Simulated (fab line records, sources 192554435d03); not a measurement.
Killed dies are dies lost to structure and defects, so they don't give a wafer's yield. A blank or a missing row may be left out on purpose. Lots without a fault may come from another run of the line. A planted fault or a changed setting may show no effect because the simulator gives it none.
fab line records | flow n5_finfet
record lots=24 wafers=72 last_day=17
route steps=1938 shown BEOL_M3@953
lots that met no fault: from a run of the same line without faults
start_h: hours from the record's first day to the start of the lot's first wafer shown | wait_h: hours since the lot's step before | " the same as in the row above | L1.1+2: a row that stands for several wafers | - no value, or no start given | * or withheld: withheld | < > ~ a bound
route shown NAME@n: a module of which the file shows steps, and the number in the route of the first | usual: mean/standard deviation of fault-free wafers | same: alike in all rows | chamber/n: place in a boat | sites: the reading at each site | _std_site: their standard deviation | _edge_site: outer sites' mean less inner sites' | radius_mm: how far each site lies from the wafer's centre | mask NAME#n: copy n | behind: the tool/chamber that last shaped the wafer | hold: why the lot was held/for how many hours/how that ended | device: the transistor (n, p or np) that didn't switch | end of line: the same wafers' tests at the end of the route | a step without rows: its recipe alone | killed: dies lost to structure and defects at the first sort, not the wafer's yield | map: a wafer's dies, x killed, . not, _ none there
set.NAME: the setting as run; set.NAME@STEP: as run at that earlier step | model.NAME: the simulator's own value behind a step, which no gauge read
steps of the route over a sample of lots; a table a step, a row a wafer
services: from which hour (start_h, from the record's first day; less than 0 if before it) a tool's chamber was out of use, for how many hours, and why
## steps
# step N5_BEOL_M3_STRIP_66
# recipe chemistry=CF4 resist=SiARC power_w=300 bias_power_w=75 pressure_mtorr=50 cf4_flow_sccm=150 rf_frequency_hz=6e+07
# usual chamber_pressure_mTorr=50.00/0.048 drypump_motor_current_A=5.8/0.47 oes_product_au=0.80/0.076 rf_vpp_V=270.8/1.3 showerhead_plenum_p_Torr=1.78/0.041 throttle_valve_pct=13.47/0.25
# columns lot.wafer tool chamber start_h wait_h chamber_pressure_mTorr drypump_motor_current_A oes_product_au rf_hours_counter_h rf_vpp_V showerhead_plenum_p_Torr throttle_valve_pct
L074.1 rie_diel-01 2 142.58 0.0 50.09 5.6 0.88 25 268.4 1.74 13.29
L074.3 " 0 " " 50.07 6.0 0.76 142 273.0 1.79 13.64
L074.6 " 3 " " 49.96 6.3 0.77 - 269.6 1.74 13.51
L075.1 rie_diel-03 1 158.37 0.0 50.03 4.7 0.89 23 269.6 1.78 13.65
L075.4 " 0 " " 50.00 6.5 0.68 232 270.0 1.79 13.89
L075.5 " 2 " " 50.13 5.2 0.72 - 272.4 1.79 13.76
L077.2 rie_diel-01 0 166.67 0.0 49.99 6.0 0.75 151 272.9 1.79 13.65
L077.3 " 1 " " 50.06 5.7 0.67 229 270.1 1.70 13.73
L077.6 " 1 " " 49.95 5.7 0.68 - 269.0 1.70 13.74
L076.4 rie_diel-03 2 170.20 0.0 50.06 5.2 0.72 194 269.5 1.79 13.75
L076.5 " 3 " " 49.99 6.4 0.90 - 270.0 1.78 13.13
L076.6 " 0 " " 50.02 6.6 0.68 - 273.5 1.79 13.89
L078.1 rie_diel-05 2 171.24 0.0 49.99 5.7 0.87 42 271.2 1.80 13.02
L078.5 " 0 " " 50.05 6.4 0.77 - 270.8 1.74 13.65
L078.6 " 2 " " 49.97 5.8 0.87 - 271.6 1.80 13.02
L079.1 rie_diel-05 2 175.71 0.0 50.01 5.7 0.86 44 270.6 1.80 13.03
L079.4 " 3 " " 50.04 5.5 0.92 13 272.0 1.84 13.40
L079.5 " 2 " " 50.00 5.7 0.87 - 270.6 1.80 13.03
L081.2 rie_diel-03 2 179.93 0.0 49.97 5.2 0.72 198 272.2 1.78 13.78
L081.3 " 1 " " 49.95 4.7 0.87 30 270.4 1.78 13.68
L081.6 " 3 " " 49.99 6.4 0.89 - 271.0 1.78 13.12
L080.3 rie_diel-05 0 186.97 0.0 49.94 6.4 0.76 102 269.4 1.74 13.67
L080.4 " 2 " " 49.98 5.7 0.86 - 270.3 1.80 13.06
L080.5 " 0 " " 49.97 6.4 0.77 - 270.4 1.74 13.65
L082.3 rie_diel-05 0 195.48 0.0 50.03 6.4 0.76 106 270.3 1.74 13.65
L082.5 " 1 " " 50.06 5.4 0.82 - 272.0 1.82 13.28
L082.6 " 0 " " 49.96 6.4 0.77 - 270.2 1.74 13.66
L083.2 rie_diel-01 3 201.47 0.0 49.95 6.3 0.75 133 270.6 1.73 13.55
L083.3 " 0 " " 49.95 6.0 0.74 161 270.6 1.79 13.69
L083.5 " 2 " " 50.04 5.6 0.85 - 269.4 1.74 13.30
L084.2 rie_diel-01 0 207.98 0.0 49.95 6.0 0.74 163 270.0 1.79 13.67
L084.3 " 1 " " 50.06 5.7 0.67 241 267.9 1.70 13.77
L084.5 " 0 " " 50.01 6.0 0.74 - 270.8 1.79 13.67
L085.1 rie_diel-05 2 217.01 0.0 49.94 5.8 0.84 56 271.9 1.80 13.06
L085.4 " 0 " " 49.93 6.4 0.76 - 269.0 1.74 13.67
L085.5 " 1 " " 49.94 5.4 0.81 - 270.6 1.82 13.29
L086.2 rie_diel-01 3 218.61 0.0 50.02 6.4 0.74 137 270.0 1.73 13.56
L086.3 " 2 " " 50.04 5.6 0.84 49 270.5 1.74 13.32
L086.6 " 2 " " 49.87 5.6 0.84 - 269.8 1.74 13.33
L088.4 rie_diel-01 3 226.17 0.0 50.04 6.3 0.74 140 270.7 1.73 13.56
L088.5 " 0 " " 50.01 6.0 0.73 - 271.4 1.78 13.69
L088.6 " 1 " " 50.05 5.7 0.66 - 269.6 1.70 13.78
L087.1 rie_diel-05 0 233.20 0.0 49.97 6.4 0.75 118 270.5 1.74 13.70
L087.5 " 1 " " 49.96 5.4 0.80 - 270.5 1.81 13.30
L087.6 " 0 " " 50.02 6.4 0.75 - 269.1 1.74 13.68
L089.1 rie_diel-03 0 234.84 0.0 49.87 6.5 0.97 1 271.8 1.79 13.37
L089.3 " 3 " " 50.03 6.4 0.86 41 269.6 1.77 13.18
L089.5 " 0 " " 50.03 6.5 0.97 - 269.7 1.79 13.35
L090.4 rie_diel-05 1 239.68 0.0 49.97 5.4 0.80 71 271.3 1.81 13.30
L090.5 " 1 " " 50.08 5.4 0.80 - 273.1 1.81 13.30
L090.6 " 0 " " 49.93 6.4 0.75 - 269.7 1.74 13.69
L091.2 rie_diel-05 3 248.26 0.0 50.00 5.5 0.89 32 271.4 1.83 13.43
L091.4 " 2 " " 50.02 5.7 0.84 68 271.5 1.80 13.08
L091.6 " 2 " " 50.04 5.7 0.84 - 273.0 1.80 13.09
L092.1 rie_diel-05 0 261.34 0.0 49.99 6.4 0.74 128 268.5 1.73 13.72
L092.2 " 2 " " 49.93 5.7 0.83 71 270.3 1.79 13.09
L092.3 " 3 " " 49.98 5.5 0.89 36 269.7 1.83 13.47
L093.2 rie_diel-01 0 261.61 0.0 49.92 6.0 0.73 182 271.2 1.78 13.73
L093.4 " 2 " " 50.03 5.6 0.83 63 269.5 1.73 13.36
L093.5 " 1 " " 49.97 5.7 0.95 - 274.4 1.91 13.22
L094.1 rie_diel-03 2 263.47 0.0 50.00 5.2 0.70 225 270.2 1.78 13.84
L094.4 " 3 " " 49.95 6.4 0.85 49 269.7 1.77 13.20
L094.5 " 1 " " 50.10 4.7 0.85 - 271.6 1.77 13.72
L095.2 rie_diel-05 0 267.25 0.0 50.00 6.4 0.74 130 269.5 1.73 13.72
L095.5 " 2 " " 50.08 5.7 0.83 - 272.1 1.79 13.09
L095.6 " 1 " " 50.03 5.4 0.79 - 272.2 1.81 13.32
L096.2 rie_diel-05 2 281.32 0.0 50.00 5.7 0.82 78 271.7 1.79 13.11
L096.4 " 1 " " 49.97 5.4 0.79 84 273.9 1.81 13.33
L096.5 " 2 " " 49.96 5.7 0.82 - 271.8 1.79 13.11
L097.3 rie_diel-01 1 281.51 0.0 50.02 5.7 0.93 9 273.8 1.91 13.24
L097.4 " 3 " " 50.00 6.3 0.73 157 268.1 1.72 13.61
L097.5 " 3 " " 49.92 6.3 0.74 - 271.6 1.72 13.61
# step N5_BEOL_M3_ETCH_77
# recipe chemistry=N2/H2 target=underlayer target_depth_a=65 mask_material=CAR-EUV time_s=5.2 ion_energy_ev=200 pressure_mtorr=30 source_w=840 bias_w=150 n2_flow_sccm=200 h2_flow_sccm=200 ends=cleared
# usual chamber_pressure_mTorr=30.00/0.043 drypump_motor_current_A=5.8/0.51 etch_rf_on_time_s=5.16/0.2 oes_product_au=0.69/0.074 rf_vpp_V=522.9/2 showerhead_plenum_p_Torr=2.51/0.062 throttle_valve_pct=17.79/0.23
# columns lot.wafer tool chamber start_h wait_h chamber_pressure_mTorr drypump_motor_current_A etch_rf_on_time_s oes_product_au rf_hours_counter_h rf_vpp_V showerhead_plenum_p_Torr throttle_valve_pct
L074.1 rie_diel-05 2 143.56 0.0 29.99 5.8 5.24 0.75 35 525.5 2.59 17.48
L074.3 " 1 " " 29.95 5.4 5.46 0.71 43 522.9 2.57 17.43
L074.6 " 2 " " 29.95 5.8 5.19 0.76 - 522.3 2.59 17.48
L075.1 rie_diel-01 1 159.38 0.0 29.99 5.7 5.20 0.58 226 519.1 2.40 17.94
L075.4 " 0 " " 30.05 6.0 5.21 0.65 148 523.4 2.53 17.87
L075.5 " 3 " " 29.97 6.3 5.39 0.65 - 522.3 2.45 17.78
L077.2 rie_diel-05 2 170.69 3.2 29.97 5.7 5.25 0.74 42 525.9 2.59 17.49
L077.3 " 0 " " 30.05 6.4 5.10 0.67 97 524.6 2.48 18.11
L077.6 " 1 " " 29.98 5.4 5.46 0.70 - 525.7 2.57 17.45
L076.4 rie_diel-01 0 171.03 0.0 29.96 6.0 5.25 0.64 152 524.3 2.53 17.86
L076.5 " 2 " " 30.03 5.6 5.07 0.75 - 521.9 2.47 17.57
L076.6 " 1 " " 29.98 5.7 5.26 0.57 - 519.5 2.39 17.92
L078.1 rie_diel-05 1 171.98 0.0 30.01 5.5 5.52 0.70 50 524.8 2.57 17.43
L078.5 " 2 " " 30.01 5.7 5.25 0.74 - 526.0 2.58 17.46
L078.6 " 0 " " 30.01 6.4 5.09 0.68 - 521.4 2.48 18.08
L079.1 rie_diel-01 0 176.54 0.0 29.98 6.0 5.35 0.62 154 525.0 2.53 17.85
L079.4 " 3 " " 30.03 6.4 5.51 0.63 125 521.3 2.45 17.79
L079.5 " 1 " " 29.99 5.7 5.42 0.57 - 521.4 2.39 17.91
L081.2 rie_diel-01 3 180.63 0.0 29.96 6.3 5.46 0.63 127 522.5 2.45 17.79
L081.3 " 1 " " 30.04 5.7 5.30 0.57 233 522.5 2.39 17.94
L081.6 " 1 " " 30.01 5.7 5.25 0.57 - 519.7 2.39 17.93
L080.3 rie_diel-03 1 187.67 0.0 29.98 4.7 5.08 0.77 32 523.6 2.50 18.01
L080.4 " 0 " " 30.01 6.6 5.10 0.59 242 524.2 2.49 17.91
L080.5 " 3 " " 30.01 6.4 4.86 0.79 - 520.6 2.51 17.62
L082.3 rie_diel-03 2 196.39 0.0 30.00 5.2 4.95 0.63 204 520.8 2.51 18.10
L082.5 " 0 " " 30.03 6.6 5.12 0.59 - 521.5 2.49 17.91
L082.6 " 2 " " 30.07 5.2 5.00 0.63 - 520.8 2.51 18.11
L083.2 rie_diel-01 3 202.21 0.0 29.93 6.3 5.49 0.62 133 521.7 2.45 17.79
L083.3 " 0 " " 29.98 6.0 5.36 0.63 161 523.0 2.52 17.87
L083.5 " 2 " " 30.11 5.6 5.10 0.72 - 521.4 2.47 17.58
L084.2 rie_diel-03 0 209.13 0.0 30.01 6.6 5.22 0.57 249 521.8 2.49 17.90
L084.3 " 3 " " 29.99 6.4 4.86 0.78 32 523.7 2.51 17.61
L084.5 " 2 " " 29.98 5.2 5.05 0.63 - 524.4 2.51 18.09
L085.1 rie_diel-01 3 217.83 0.0 29.97 6.3 5.38 0.64 137 520.4 2.45 17.80
L085.4 " 0 " " 30.08 6.0 5.29 0.62 166 521.0 2.52 17.88
L085.5 " 2 " " 30.05 5.6 5.09 0.74 - 523.3 2.46 17.60
L086.2 rie_diel-03 2 219.55 0.0 29.93 5.2 5.08 0.62 211 524.9 2.51 18.09
L086.3 " 1 " " 29.95 4.7 5.10 0.75 40 522.0 2.50 18.03
L086.6 " 2 " " 29.95 5.2 5.03 0.62 - 523.0 2.51 18.10
L088.4 rie_diel-01 3 227.00 0.0 30.03 6.3 5.41 0.62 140 522.7 2.45 17.84
L088.5 " 2 " " 29.97 5.6 5.05 0.74 - 522.1 2.46 17.62
L088.6 " 3 " " 30.05 6.3 5.37 0.63 - 518.9 2.45 17.79
L087.1 rie_diel-05 1 234.22 0.0 29.94 5.4 5.37 0.68 69 525.3 2.56 17.49
L087.5 " 2 " " 29.95 5.7 5.20 0.73 - 526.1 2.58 17.50
L087.6 " 3 " " 30.01 5.5 4.73 0.81 - 525.7 2.62 17.94
L089.1 rie_diel-05 0 235.71 0.0 29.91 6.4 5.09 0.65 119 521.8 2.47 18.11
L089.3 " 1 " " 30.00 5.4 5.43 0.68 70 524.5 2.56 17.46
L089.5 " 0 " " 30.01 6.4 5.05 0.65 - 522.0 2.47 18.13
L090.4 rie_diel-01 0 240.40 0.0 29.95 6.0 5.30 0.62 - 522.5 2.52 17.90
L090.5 " 2 " " 30.07 5.6 5.09 0.73 - 521.9 2.46 17.61
L090.6 " 3 " " 30.00 6.3 5.41 0.62 - 520.6 2.44 17.82
L091.2 rie_diel-05 1 248.97 0.0 29.99 5.4 5.36 0.67 74 523.5 2.56 17.47
L091.4 " 0 " " 30.04 6.4 5.04 0.66 124 521.3 2.47 18.14
L091.6 " 2 " " 29.96 5.7 5.23 0.73 - 522.8 2.57 17.50
L092.1 rie_diel-03 3 262.17 0.0 30.10 6.4 4.80 0.77 49 523.1 2.50 17.66
L092.2 " 1 " " 29.94 4.7 5.08 0.74 53 521.2 2.49 18.03
L092.3 " 2 " " 29.99 5.2 5.04 0.61 225 521.4 2.50 18.13
L093.2 rie_diel-05 3 262.52 0.0 30.00 5.5 4.77 0.79 36 523.7 2.62 17.98
L093.4 " 1 " " 30.05 5.4 5.41 0.67 78 524.0 2.56 17.51
L093.5 " 3 " " 30.00 5.5 4.76 0.80 - 527.6 2.62 17.99
L094.1 rie_diel-05 2 264.62 0.0 30.06 5.7 5.23 0.70 72 524.4 2.57 17.54
L094.4 " 3 " " 30.03 5.5 4.75 0.80 37 526.4 2.62 17.94
L094.5 " 2 " " 30.01 5.7 5.24 0.71 - 526.7 2.57 17.55
L095.2 rie_diel-01 3 268.08 0.0 30.07 6.3 5.45 0.60 153 522.4 2.44 17.86
L095.5 " 1 " " 29.96 5.7 5.05 0.82 - 527.4 2.70 17.47
L095.6 " 0 " " 30.02 6.0 5.25 0.61 - 523.2 2.51 17.91
L096.2 rie_diel-03 3 282.16 0.0 30.00 6.4 4.82 0.75 55 522.1 2.50 17.69
L096.4 " 1 " " 29.98 4.7 5.12 0.72 60 523.5 2.49 18.05
L096.5 " 2 " " 29.99 5.2 5.01 0.60 - 522.3 2.50 18.16
L097.3 rie_diel-03 2 282.27 0.0 30.02 5.2 5.10 0.60 232 522.7 2.50 18.16
L097.4 " 1 " " 29.99 4.7 5.12 0.73 60 520.1 2.49 18.06
L097.5 " 0 " " 30.02 6.6 5.12 0.80 - 521.6 2.48 17.48
# step N5_BEOL_M3_ANNEAL_80
# recipe temp_c=400 time_s=240 ambient=vacuum
# usual heater_power_w=822/77
# columns lot.wafer tool chamber start_h wait_h heater_power_w
L074.1 pvd_sputter-01 - 151.49 0.0 850
L074.3 " - " " 855
L074.6 " - " " 851
L075.1 pvd_sputter-01 - 168.47 0.0 896
L075.4 " - " " 892
L075.5 " - " " 883
L077.2 pvd_sputter-01 - 177.09 0.0 861
L077.3 " - " " 855
L077.6 " - " " 853
L076.4 pvd_sputter-02 - 177.57 0.0 637
L076.5 " - " " 727
L076.6 " - " " 862
L078.1 pvd_sputter-01 - 179.49 0.0 893
L078.5 " - " " 845
L078.6 " - " " 882
L079.1 pvd_sputter-02 - 179.96 0.0 631
L079.4 " - " " 874
L079.5 " - " " 712
L081.2 pvd_sputter-01 - 183.37 0.0 898
L081.3 " - " " 848
L081.6 " - " " 876
L080.3 pvd_sputter-01 - 189.69 0.0 880
L080.4 " - " " 846
L080.5 " - " " 823
L082.3 pvd_sputter-01 - 202.80 0.0 849
L082.5 " - " " 870
L082.6 " - " " 864
L083.2 pvd_sputter-02 - 207.43 0.0 631
L083.3 " - " " 855
L083.5 " - " " 859
L084.2 pvd_sputter-03 - 218.04 0.0 786
L084.3 " - " " 816
L084.5 " - " " 684
L085.1 pvd_sputter-01 - 221.51 0.0 855
L085.4 " - " " 853
L085.5 " - " " 866
L086.2 pvd_sputter-03 - 223.74 0.0 918
L086.3 " - " " 828
L086.6 " - " " 803
L088.4 pvd_sputter-01 - 232.04 0.0 853
L088.5 " - " " 861
L088.6 " - " " 859
L087.1 pvd_sputter-03 - 241.03 0.0 795
L087.5 " - " " 800
L087.6 " - " " 701
L089.1 pvd_sputter-02 - 250.15 0.0 745
L089.3 " - " " 636
L089.5 " - " " 853
L090.4 pvd_sputter-01 - 256.46 0.0 867
L090.5 " - " " 867
L090.6 " - " " 873
L091.2 pvd_sputter-03 - 257.99 0.0 799
L091.4 " - " " 911
L091.6 " - " " 781
L092.1 pvd_sputter-02 - 263.83 0.0 876
L092.2 " - " " 628
L092.3 " - " " 844
L093.2 pvd_sputter-01 - 264.27 0.0 885
L093.4 " - " " 889
L093.5 " - " " 906
L094.1 pvd_sputter-03 - 273.64 0.0 814
L094.4 " - " " 899
L094.5 " - " " 685
L095.2 pvd_sputter-02 - 278.84 0.0 637
L095.5 " - " " 826
L095.6 " - " " 651
L096.2 pvd_sputter-03 - 289.63 0.0 782
L096.4 " - " " 906
L096.5 " - " " 908
L097.3 pvd_sputter-02 - 291.31 0.0 743
L097.4 " - " " 653
L097.5 " - " " 822
# step N5_BEOL_M3_ANNEAL_82
# recipe temp_c=400 time_s=240 ambient=vacuum
# usual heater_power_w=822/76
# columns lot.wafer tool chamber start_h wait_h heater_power_w
L074.1 pvd_sputter-01 - 151.71 0.0 851
L074.3 " - " " 847
L074.6 " - " " 859
L075.1 pvd_sputter-01 - 168.69 0.0 861
L075.4 " - " " 882
L075.5 " - " " 896
L077.2 pvd_sputter-01 - 177.31 0.0 882
L077.3 " - " " 835
L077.6 " - " " 852
L076.4 pvd_sputter-02 - 177.79 0.0 636
L076.5 " - " " 750
L076.6 " - " " 906
L078.1 pvd_sputter-01 - 179.71 0.0 876
L078.5 " - " " 852
L078.6 " - " " 869
L079.1 pvd_sputter-02 - 180.18 0.0 639
L079.4 " - " " 868
L079.5 " - " " 740
L081.2 pvd_sputter-01 - 183.59 0.0 856
L081.3 " - " " 854
L081.6 " - " " 884
L080.3 pvd_sputter-01 - 189.91 0.0 896
L080.4 " - " " 838
L080.5 " - " " 852
L082.3 pvd_sputter-01 - 203.02 0.0 850
L082.5 " - " " 899
L082.6 " - " " 840
L083.2 pvd_sputter-02 - 207.65 0.0 638
L083.3 " - " " 878
L083.5 " - " " 828
L084.2 pvd_sputter-03 - 218.26 0.0 802
L084.3 " - " " 805
L084.5 " - " " 691
L085.1 pvd_sputter-01 - 221.73 0.0 874
L085.4 " - " " 871
L085.5 " - " " 867
L086.2 pvd_sputter-03 - 223.96 0.0 913
L086.3 " - " " 812
L086.6 " - " " 801
L088.4 pvd_sputter-01 - 232.26 0.0 847
L088.5 " - " " 883
L088.6 " - " " 855
L087.1 pvd_sputter-03 - 241.25 0.0 819
L087.5 " - " " 789
L087.6 " - " " 699
L089.1 pvd_sputter-02 - 250.37 0.0 734
L089.3 " - " " 632
L089.5 " - " " 860
L090.4 pvd_sputter-01 - 256.68 0.0 878
L090.5 " - " " 873
L090.6 " - " " 858
L091.2 pvd_sputter-03 - 258.21 0.0 806
L091.4 " - " " 924
L091.6 " - " " 801
L092.1 pvd_sputter-02 - 264.05 0.0 880
L092.2 " - " " 625
L092.3 " - " " 858
L093.2 pvd_sputter-01 - 264.49 0.0 886
L093.4 " - " " 882
L093.5 " - " " 899
L094.1 pvd_sputter-03 - 273.86 0.0 808
L094.4 " - " " 896
L094.5 " - " " 689
L095.2 pvd_sputter-02 - 279.06 0.0 640
L095.5 " - " " 863
L095.6 " - " " 642
L096.2 pvd_sputter-03 - 289.85 0.0 773
L096.4 " - " " 889
L096.5 " - " " 900
L097.3 pvd_sputter-02 - 291.53 0.0 742
L097.4 " - " " 631
L097.5 " - " " 855
# step N5_BEOL_M3_ANNEAL_95
# recipe temp_c=400 time_s=240 ambient=vacuum
# usual heater_power_w=822/76
# columns lot.wafer tool chamber start_h wait_h heater_power_w
L074.1 pvd_sputter-01 - 152.81 0.0 850
L074.3 " - " " 858
L074.6 " - " " 865
L075.1 pvd_sputter-01 - 169.79 0.0 849
L075.4 " - " " 875
L075.5 " - " " 895
L077.2 pvd_sputter-01 - 178.41 0.0 852
L077.3 " - " " 843
L077.6 " - " " 862
L076.4 pvd_sputter-02 - 178.89 0.0 649
L076.5 " - " " 744
L076.6 " - " " 883
L078.1 pvd_sputter-01 - 180.81 0.0 880
L078.5 " - " " 848
L078.6 " - " " 881
L079.1 pvd_sputter-02 - 181.28 0.0 625
L079.4 " - " " 874
L079.5 " - " " 725
L081.2 pvd_sputter-01 - 184.69 0.0 889
L081.3 " - " " 863
L081.6 " - " " 886
L080.3 pvd_sputter-01 - 191.01 0.0 878
L080.4 " - " " 851
L080.5 " - " " 869
L082.3 pvd_sputter-01 - 204.12 0.0 854
L082.5 " - " " 895
L082.6 " - " " 855
L083.2 pvd_sputter-02 - 208.75 0.0 658
L083.3 " - " " 877
L083.5 " - " " 839
L084.2 pvd_sputter-03 - 219.36 0.0 798
L084.3 " - " " 809
L084.5 " - " " 688
L085.1 pvd_sputter-01 - 222.83 0.0 876
L085.4 " - " " 872
L085.5 " - " " 849
L086.2 pvd_sputter-03 - 225.06 0.0 882
L086.3 " - " " 810
L086.6 " - " " 811
L088.4 pvd_sputter-01 - 233.36 0.0 849
L088.5 " - " " 880
L088.6 " - " " 868
L087.1 pvd_sputter-03 - 242.35 0.0 810
L087.5 " - " " 801
L087.6 " - " " 696
L089.1 pvd_sputter-02 - 251.47 0.0 738
L089.3 " - " " 634
L089.5 " - " " 839
L090.4 pvd_sputter-01 - 257.78 0.0 873
L090.5 " - " " 847
L090.6 " - " " 872
L091.2 pvd_sputter-03 - 259.31 0.0 813
L091.4 " - " " 879
L091.6 " - " " 795
L092.1 pvd_sputter-02 - 265.15 0.0 893
L092.2 " - " " 644
L092.3 " - " " 857
L093.2 pvd_sputter-01 - 265.59 0.0 869
L093.4 " - " " 852
L093.5 " - " " 886
L094.1 pvd_sputter-03 - 274.96 0.0 814
L094.4 " - " " 891
L094.5 " - " " 703
L095.2 pvd_sputter-02 - 280.16 0.0 632
L095.5 " - " " 862
L095.6 " - " " 639
L096.2 pvd_sputter-03 - 290.95 0.0 804
L096.4 " - " " 897
L096.5 " - " " 891
L097.3 pvd_sputter-02 - 292.63 0.0 726
L097.4 " - " " 636
L097.5 " - " " 858
# step N5_BEOL_M3_CMP_52
# recipe stop_on=SiOC t_overpolish_s=6.8 down_force_psi=1 platen_rpm=50 clearing_platen_down_force_psi=1.5 clearing_platen_rpm=50 post_cmp_clean=cu_alkaline target_thk_nm=40 clearing_platen_pad_velocity_m_s=0.99484 pad_velocity_m_s=0.99484
# usual barrier_field_endpoint_s=24.7/0.57 motor_current_A=6.0/0.4 overpolish_run_s=6.799/0.0093 pad_life_wafers=1088/650 time_to_endpoint_s=64.0/2.8
# columns lot.wafer tool chamber start_h wait_h barrier_field_endpoint_s motor_current_A overpolish_run_s pad_life_wafers time_to_endpoint_s
L074.1 cmp-02 0 153.79 0.6 24.5 6.2 6.807 198 61.9
L074.3 " 1 " " 24.9 6.1 6.797 199 67.5
L074.6 " 0 " " 24.6 6.7 6.812 - 61.6
L075.1 cmp-01 1 170.69 0.3 24.5 6.1 6.806 1026 60.4
L075.4 " 3 " " 24.8 5.9 6.801 1028 65.1
L075.5 " 2 " " 24.5 5.6 6.809 - 65.8
L077.3 cmp-04 1 179.08 0.2 23.9 6.3 6.802 1483 63.8
L077.2 " 3 " " 24.6 6.0 6.813 1485 64.1
L077.6 " 0 " " 23.9 5.3 6.806 - 61.7
L076.4 cmp-04 0 179.83 0.2 24.7 5.5 6.791 1489 63.7
L076.5 " 3 " " 25.4 6.2 6.817 - 63.9
L076.6 " 0 " " 24.4 5.3 6.790 - 63.5
L078.1 cmp-01 2 181.56 0.4 23.8 5.4 6.804 1113 62.9
L078.6 " 3 " " 24.6 6.0 6.788 - 63.7
L078.5 " 0 " " 24.6 5.9 6.808 - 62.1
L079.4 cmp-04 1 182.56 0.3 25.5 6.5 6.803 1508 62.8
L079.1 " 2 " " 24.7 6.4 6.798 1509 64.2
L079.5 " 0 " " 25.0 5.5 6.786 - 62.0
L081.2 cmp-02 3 185.39 0.2 24.5 5.4 6.785 492 65.1
L081.3 " 2 " " 25.1 6.8 6.797 495 65.8
L081.6 " 0 " " 25.2 6.4 6.785 - 65.8
L080.3 cmp-02 2 191.72 0.2 24.3 6.5 6.792 536 63.7
L080.4 " 3 " " 24.9 5.6 6.807 537 65.3
L080.5 " 0 " " 24.8 6.4 6.790 - 63.4
L082.3 cmp-02 2 204.76 0.2 23.7 6.4 6.782 648 58.7
L082.5 " 2 " " 24.7 6.5 6.801 - 63.5
L082.6 " 3 " " 23.8 5.4 6.808 - 57.9
L083.2 cmp-01 3 209.42 0.2 24.1 6.2 6.810 1333 62.2
L083.3 " 0 " " 25.0 5.9 6.804 1334 64.2
L083.5 " 2 " " 25.3 5.7 6.791 - 65.9
L084.3 cmp-01 1 220.04 0.2 25.1 6.5 6.804 1453 63.1
L084.2 " 3 " " 25.1 6.1 6.795 1455 64.8
L084.5 " 0 " " 25.1 6.1 6.805 - 63.3
L085.1 cmp-01 0 223.50 0.3 24.0 6.1 6.792 1465 65.0
L085.4 " 1 " " 24.5 6.4 6.797 1466 61.6
L085.5 " 3 " " 24.5 5.8 6.795 - 62.7
L086.2 cmp-01 2 225.77 0.3 24.6 5.2 6.787 1494 64.4
L086.3 " 3 " " 25.4 5.7 6.799 1495 63.2
L086.6 " 3 " " 24.7 5.6 6.796 - 66.5
L088.4 cmp-02 2 234.27 0.2 24.6 6.5 6.818 949 62.5
L088.6 " 1 " " 26.3 6.3 6.797 - 68.4
L088.5 " 2 " " 24.7 6.5 6.769 - 63.2
L087.1 cmp-01 1 243.36 0.6 24.8 6.2 6.793 1659 64.4
L087.6 " 2 " " 25.5 5.5 6.798 - 67.3
L087.5 " 3 " " 24.7 5.7 6.815 - 64.8
L089.3 cmp-02 3 252.10 0.2 23.3 5.5 6.808 1098 62.3
L089.1 " 2 " " 24.6 6.6 6.797 1101 64.4
L089.5 " 0 " " 23.9 6.4 6.801 - 60.4
L090.4 cmp-04 1 260.50 0.1 25.3 6.4 6.791 1986 66.9
L090.6 " 1 " " 24.6 6.1 6.792 - 65.5
L090.5 " 2 " " 25.3 6.1 6.800 - 66.7
L091.2 cmp-04 0 261.24 0.2 25.4 5.6 6.802 1992 65.0
L091.4 " 3 " " 25.4 6.3 6.803 1995 66.2
L091.6 " 0 " " 24.7 5.5 6.809 - 64.7
L092.1 cmp-01 3 265.78 0.3 24.8 5.8 6.778 1824 66.6
L092.3 " 0 " " 24.1 5.6 6.801 1825 66.2
L092.2 " 1 " " 23.9 6.3 6.793 1826 62.6
L093.4 cmp-04 2 266.30 0.2 26.1 5.8 6.781 2036 71.1
L093.2 " 3 " " 26.1 6.5 6.799 2037 71.4
L093.5 " 0 " " 25.7 5.9 6.782 - 69.3
L094.1 cmp-04 1 275.64 0.3 24.5 6.0 6.797 1 60.2
L094.4 " 3 " " 25.3 6.3 6.806 3 61.9
L094.5 " 0 " " 24.5 5.6 6.792 - 60.3
L095.2 cmp-04 2 280.83 0.2 24.3 5.9 6.813 37 63.0
L095.6 " 1 " " 24.7 6.1 6.802 - 66.9
L095.5 " 2 " " 24.2 5.7 6.776 - 61.7
L096.2 cmp-04 2 291.58 0.2 23.9 6.1 6.807 126 60.2
L096.4 " 3 " " 25.3 6.0 6.789 127 63.9
L096.5 " 3 " " 25.1 6.5 6.786 - 62.1
L097.4 cmp-04 1 293.58 0.3 26.0 5.9 6.803 152 65.4
L097.3 " 2 " " 25.3 5.7 6.811 153 63.3
L097.5 " 0 " " 25.2 5.4 6.808 - 58.5
## services
# columns tool chamber start_h hours kind
cmp-01 - 123.52 5.5 pm
rie_diel-01 2 125.19 5.3 repair
cmp-02 - 127.19 4.0 pm
cmp-04 - 129.22 6.5 pm
rie_diel-03 3 130.46 6.6 repair
cmp-01 - 145.63 2.8 repair
cmp-01 - 150.54 10.2 pm
rie_diel-05 3 157.68 15.8 repair
pvd_sputter-01 - 166.67 1.7 repair
cmp-02 - 179.60 1.8 repair
cmp-04 - 184.25 1.1 repair
cmp-01 - 189.80 1.9 repair
cmp-01 - 193.31 2.1 repair
cmp-04 - 198.19 22.5 repair
rie_diel-05 3 215.50 3.4 repair
rie_diel-05 1 223.62 5.1 repair
cmp-02 - 223.84 3.7 repair
cmp-04 - 231.92 0.6 repair
rie_diel-01 3 248.54 4.6 repair
cmp-04 - 271.38 4.0 pm
rie_diel-03 - 271.79 0.6 repair
pvd_sputter-03 - 277.53 2.1 repair
cmp-02 - 287.59 5.1 pm
cmp-01 - 291.90 4.0 pm
## key
fault none
